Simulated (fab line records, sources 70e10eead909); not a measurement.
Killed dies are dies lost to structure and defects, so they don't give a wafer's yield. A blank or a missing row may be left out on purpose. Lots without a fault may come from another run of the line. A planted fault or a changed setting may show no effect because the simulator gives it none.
Chamber matching | flow nand_harc | NHARC_A_BLC_STRIP_29 on rie_diel-09: 4 sister chambers
The step strips in CF4. 4 wafers are shown with their chamber, then 9 later ones without.

WAFERS WITH THEIR CHAMBER
wafer  | chamber | showerhead_plenum_p_Torr (Torr)
L084.2 | 0       | 1.77
L085.2 | 3       | 1.68
L091.4 | 1       | 1.80
L091.6 | 2       | 1.67

WAFERS WITHOUT THEIR CHAMBER
wafer  | showerhead_plenum_p_Torr (Torr)
L093.4 | 1.80
L093.5 | 1.67
L093.6 | 1.67
L097.1 | 1.79
L097.2 | 1.77
L097.5 | 1.77
L096.2 | 1.77
L096.3 | 1.79
L096.5 | 1.67

WHICH CHAMBER EACH WENT THROUGH
wafer  | from the rows above | in truth
L093.4 | 1                   | 1
L093.5 | 2                   | 2
L093.6 | 2                   | 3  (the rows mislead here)
L097.1 | 1                   | 1
L097.2 | 0                   | 0
L097.5 | 0                   | 0
L096.2 | 0                   | 0
L096.3 | 1                   | 1
L096.5 | 2                   | 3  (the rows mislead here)
Placed correctly: 7 of 9. Can't be placed from these rows: 0. Placed wrongly: 2.
How it was worked out, from the rows above alone: a wafer's distance from a chamber is the root of the sum, over the readings, of the square of ((its reading less the chamber's mean) divided by the reading's scatter). The wafer belongs to the nearest chamber; if the next one is less than 2 further off, it can't be placed. A chamber's mean is the mean of its shown wafers. The scatter: with one shown wafer a chamber, the root of the mean of the squares of how far each hidden wafer lies from its nearest shown one.
